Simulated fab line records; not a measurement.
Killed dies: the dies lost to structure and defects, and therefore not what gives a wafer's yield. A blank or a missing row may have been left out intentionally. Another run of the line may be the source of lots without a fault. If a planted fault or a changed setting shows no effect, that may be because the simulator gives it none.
Chamber matching + flow n5-finfet + 4 sister chambers for N5_BEOL_M13_DESCUM_33 on rie-diel-03
The step chemistry O2, time 7.9 s. 16 wafers are shown with their chamber, then 8 later ones without.

EACH WAFER AND ITS CHAMBER
| wafer  | chamber | showerhead-plenum-p-Torr (Torr) | drypump-motor-current-A (A) | throttle-valve-pct (%) |
|--------|---------|---------------------------------|-----------------------------|------------------------|
| L075.1 | 3       | 2.16                            | 6.5                         | 20.51                  |
| L075.2 | 1       | 2.03                            | 5.8                         | 20.19                  |
| L075.4 | 2       | 2.08                            | 6.6                         | 20.58                  |
| L079.3 | 1       | 2.03                            | 5.8                         | 20.20                  |
| L079.4 | 3       | 2.15                            | 6.4                         | 20.53                  |
| L079.6 | 1       | 2.03                            | 5.8                         | 20.20                  |
| L083.4 | 3       | 2.15                            | 6.4                         | 20.54                  |
| L083.5 | 1       | 2.03                            | 5.8                         | 20.21                  |
| L083.6 | 0       | 2.11                            | 5.2                         | 20.50                  |
| L088.1 | 2       | 2.08                            | 6.5                         | 20.38                  |
| L088.2 | 1       | 2.03                            | 5.8                         | 20.22                  |
| L088.3 | 0       | 2.11                            | 5.3                         | 20.52                  |
| L087.2 | 1       | 2.02                            | 5.8                         | 20.23                  |
| L087.3 | 0       | 2.10                            | 5.2                         | 20.51                  |
| L087.6 | 0       | 2.10                            | 5.3                         | 20.50                  |
| L094.2 | 1       | 2.02                            | 5.9                         | 20.26                  |

SIGNATURES (means of the wafers above)
| reading                  | chamber 0 | chamber 1 | chamber 2 | chamber 3 | scatter within a chamber |
|--------------------------|-----------|-----------|-----------|-----------|--------------------------|
| showerhead-plenum-p-Torr | 2.1050    | 2.0271    | 2.0800    | 2.1533    | 0.00508                  |
| drypump-motor-current-A  | 5.250     | 5.814     | 6.550     | 6.433     | 0.0502                   |
| throttle-valve-pct       | 20.5075   | 20.2157   | 20.4800   | 20.5267   | 0.0448                   |
Rule: a wafer's distance from a chamber is the root of the sum, over the readings, of the square of ((its reading less the chamber's mean) divided by the reading's scatter). The wafer belongs to the nearest chamber; if the next one is less than 2 further off, it can't be placed. The scatter is the square root of a quotient: the sum, over the shown wafers, of each reading's squared deviation from its chamber's mean, divided by wafers minus chambers.

WAFERS WHOSE CHAMBER IS MISSING
| wafer  | showerhead-plenum-p-Torr (Torr) | drypump-motor-current-A (A) | throttle-valve-pct (%) |
|--------|---------------------------------|-----------------------------|------------------------|
| L094.3 | 2.14                            | 6.5                         | 20.24                  |
| L094.5 | 2.02                            | 5.9                         | 20.25                  |
| L096.4 | 2.10                            | 5.2                         | 20.54                  |
| L096.5 | 2.14                            | 6.4                         | 20.23                  |
| L096.6 | 2.10                            | 5.3                         | 20.55                  |
| L097.2 | 2.02                            | 5.8                         | 20.26                  |
| L097.4 | 2.07                            | 6.6                         | 20.38                  |
| L097.5 | 2.02                            | 5.8                         | 20.26                  |

EACH ONE'S CHAMBER
| wafer  | from the rows above | in truth |
|--------|---------------------|----------|
| L094.3 | 3                   | 3        |
| L094.5 | 1                   | 1        |
| L096.4 | 0                   | 0        |
| L096.5 | 3                   | 3        |
| L096.6 | 0                   | 0        |
| L097.2 | 1                   | 1        |
| L097.4 | 2                   | 2        |
| L097.5 | 1                   | 1        |
Placed correctly: 8 of 8. Can't be placed from these rows: 0. Number placed wrongly: 0.
